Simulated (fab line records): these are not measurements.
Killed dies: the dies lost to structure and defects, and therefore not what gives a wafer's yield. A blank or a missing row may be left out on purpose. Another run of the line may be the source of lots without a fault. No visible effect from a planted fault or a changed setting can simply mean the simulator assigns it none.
Which tool was responsible? + flow n5_finfet + 34 wafers from 12 lots sampled at 4 of the route's 1938 steps

WHAT THE GAUGES READ, wafer by wafer
N5_BEOL_M8_RS_MEAS_57: measurement is done with a four-point probe.
| lot  | measured     | on            | M8_RS (ohm/sq)    |
|------|--------------|---------------|-------------------|
| L972 | day 9 11:38  | film_metro-01 | 0.300 0.282 0.280 |
| L975 | day 10 03:41 | film_metro-01 | 0.285 0.281 0.278 |
| L976 | day 10 13:23 | film_metro-01 | 0.283 0.279 0.284 |
| L982 | day 11 19:29 | film_metro-01 | 0.298 0.291 0.293 |
| L981 | day 11 23:32 | film_metro-01 | 0.289 0.287       |
| L984 | day 12 14:37 | film_metro-02 | 0.293 0.283       |
| L987 | day 13 14:14 | film_metro-01 | 0.281 0.281 0.286 |
| L990 | day 13 15:14 | film_metro-01 | 0.282 0.294 0.295 |
| L989 | day 13 15:30 | film_metro-01 | 0.301 0.287 0.294 |
| L992 | day 14 14:14 | film_metro-01 | 0.281 0.283 0.277 |
| L994 | day 15 14:02 | film_metro-01 | 0.284 0.273 0.287 |
| L993 | day 15 16:06 | film_metro-02 | 0.278 0.292 0.280 |

WHICH TOOL RAN EACH LOT (tool, then ch and the chambers of the sampled wafers, then the start)
| lot  | N5_BEOL_M8_STRIP_80                           | N5_BEOL_M8_CVD_78                | N5_BEOL_M8_ANNEAL_51             |
|------|-----------------------------------------------|----------------------------------|----------------------------------|
| L972 | rie_diel-03 ch 0,1,3, day 9 10:25 or earlier  | cvd_co-01 ch 0,2, day 9 10:25    | rtp_anneal-01 ch 0, day 9 10:58  |
| L975 | rie_diel-04 ch 1,2, day 10 02:23 or earlier   | cvd_co-02 ch 0,2, day 10 02:23   | rtp_anneal-01 ch 0, day 10 03:03 |
| L976 | rie_diel-04 ch 0,1,2, day 10 12:21 or earlier | cvd_co-01 ch 0,1,2, day 10 12:21 | rtp_anneal-01 ch 0, day 10 12:47 |
| L982 | rie_diel-03 ch 0,2,3, day 11 18:18 or earlier | cvd_co-01 ch 1,2, day 11 18:18   | rtp_anneal-01 ch 0, day 11 18:45 |
| L981 | rie_diel-03 ch 1,3, day 11 22:25 or earlier   | cvd_co-01 ch 0, day 11 22:25     | rtp_anneal-01 ch 0, day 11 22:53 |
| L984 | rie_diel-04 ch 1,2, day 12 13:05 or earlier   | cvd_co-01 ch 0,2, day 12 13:05   | rtp_anneal-01 ch 0, day 12 13:48 |
| L987 | rie_diel-06 ch 1,2, day 13 13:05 or earlier   | cvd_co-02 ch 0,1,2, day 13 13:05 | rtp_anneal-02 ch 0, day 13 13:33 |
| L990 | rie_diel-03 ch 0,1,2, day 13 14:02 or earlier | cvd_co-02 ch 0,1,2, day 13 14:02 | rtp_anneal-02 ch 0, day 13 14:31 |
| L989 | rie_diel-06 ch 1,2,3, day 13 14:11 or earlier | cvd_co-02 ch 0,1, day 13 14:11   | rtp_anneal-02 ch 0, day 13 14:47 |
| L992 | rie_diel-04 ch 1,3, day 14 13:08 or earlier   | cvd_co-02 ch 0,1, day 14 13:08   | rtp_anneal-02 ch 0, day 14 13:29 |
| L994 | rie_diel-06 ch 1,2,3, day 15 12:52 or earlier | cvd_co-01 ch 0,2, day 15 12:52   | rtp_anneal-01 ch 0, day 15 13:16 |
| L993 | rie_diel-06 ch 2,3, day 15 14:59 or earlier   | cvd_co-02 ch 1,2, day 15 14:59   | rtp_anneal-02 ch 0, day 15 15:26 |
- N5_BEOL_M8_STRIP_80: strips in N2/H2, time 10 s.
- N5_BEOL_M8_CVD_78: deposits Co from CCTBA/H2, target thk 2 nm, time 142.3 s.
- N5_BEOL_M8_ANNEAL_51: time 90 s.

WHAT THE TOOLS THEMSELVES READ (means of the sampled wafers that have a number; where no wafer has one, the mark that the record gives instead)
N5_BEOL_M8_STRIP_80.
| lot  | tool        | drypump_motor_current_A (A) | oes_product_au (a.u.) | rf_vpp_V (V) | showerhead_plenum_p_Torr (Torr) | throttle_valve_pct (%) |
|------|-------------|-----------------------------|-----------------------|--------------|---------------------------------|------------------------|
| L972 | rie_diel-03 | 5.4                         | 0.84                  | 58.4         | 2.53                            | 23.8                   |
| L975 | rie_diel-04 | 5.7                         | 0.90                  | 59.3         | 2.59                            | 23.4                   |
| L976 | rie_diel-04 | 5.6                         | 0.85                  | 59.4         | 2.62                            | 23.6                   |
| L982 | rie_diel-03 | 5.5                         | 0.86                  | 59.7         | 2.58                            | 23.6                   |
| L981 | rie_diel-03 | 5.7                         | 0.91                  | 58.9         | 2.54                            | 23.7                   |
| L984 | rie_diel-04 | 5.8                         | 0.84                  | 58.0         | 2.58                            | 23.4                   |
| L987 | rie_diel-06 | 5.2                         | 0.74                  | 58.4         | 2.43                            | 24.0                   |
| L990 | rie_diel-03 | 5.5                         | 0.83                  | 58.8         | 2.54                            | 23.4                   |
| L989 | rie_diel-06 | 5.6                         | 0.72                  | 58.7         | 2.49                            | 24.0                   |
| L992 | rie_diel-04 | 5.6                         | 0.84                  | 58.1         | 2.57                            | 23.4                   |
| L994 | rie_diel-06 | 5.6                         | 0.80                  | 58.8         | 2.49                            | 24.0                   |
| L993 | rie_diel-06 | 6.0                         | 0.88                  | 58.9         | 2.54                            | 23.9                   |

N5_BEOL_M8_CVD_78.
| lot  | tool      | run_length_s (s) |
|------|-----------|------------------|
| L972 | cvd_co-01 | 164.8            |
| L975 | cvd_co-02 | 164.5            |
| L976 | cvd_co-01 | 165.5            |
| L982 | cvd_co-01 | 144.0            |
| L981 | cvd_co-01 | 131.7            |
| L984 | cvd_co-01 | 99.5             |
| L987 | cvd_co-02 | 165.2            |
| L990 | cvd_co-02 | 165.1            |
| L989 | cvd_co-02 | 164.9            |
| L992 | cvd_co-02 | 165.3            |
| L994 | cvd_co-01 | 164.7            |
| L993 | cvd_co-02 | 165.3            |

N5_BEOL_M8_ANNEAL_51.
| lot  | tool          | wafer_temp_C_max |
|------|---------------|------------------|
| L972 | rtp_anneal-01 | 225.96           |
| L975 | rtp_anneal-01 | 226.09           |
| L976 | rtp_anneal-01 | 226.00           |
| L982 | rtp_anneal-01 | 225.91           |
| L981 | rtp_anneal-01 | 225.86           |
| L984 | rtp_anneal-01 | 226.02           |
| L987 | rtp_anneal-02 | 225.92           |
| L990 | rtp_anneal-02 | 225.92           |
| L989 | rtp_anneal-02 | 226.12           |
| L992 | rtp_anneal-02 | 226.02           |
| L994 | rtp_anneal-01 | 225.92           |
| L993 | rtp_anneal-02 | 226.10           |

THE ANSWER, worked out from the rows above alone
Rule: usual is defined by the lots themselves. The widest of any qualifying gaps counts: lots, ordered by their means at a reading, are off when they make up no more than a third of the lots, leave a main group of 4 or more, and stand apart from it by 3 or more times the standard deviation of that group's means. The tables above print the reading to a certain number of digits; a main group whose means all agree to those digits is not used. A lot without any number at a reading at which 4 lots or more have one is off too. All remaining lots with rows at the step are treated as sound. Order of review: gauges by route order, followed by the tools' own readings, for which a lot's mean as printed above is used. At the first step where some lot is off, the reading lying furthest off is the one used; lots without a number count as furthest.
Off at N5_BEOL_M8_CVD_78 (run_length_s): L982, L981, L984. Mean 165.0 s and standard deviation 0.31 in the main group.
A tool fits if, at that step or a process step before it, it ran every lot that is off, and no sound lot after the first of them. With no start given for some of its lots, N5_BEOL_M8_STRIP_80 uses the hours and lot order of N5_BEOL_M8_CVD_78. No candidate that was tried fits.

WHAT THE SIMULATOR HAD PUT IN
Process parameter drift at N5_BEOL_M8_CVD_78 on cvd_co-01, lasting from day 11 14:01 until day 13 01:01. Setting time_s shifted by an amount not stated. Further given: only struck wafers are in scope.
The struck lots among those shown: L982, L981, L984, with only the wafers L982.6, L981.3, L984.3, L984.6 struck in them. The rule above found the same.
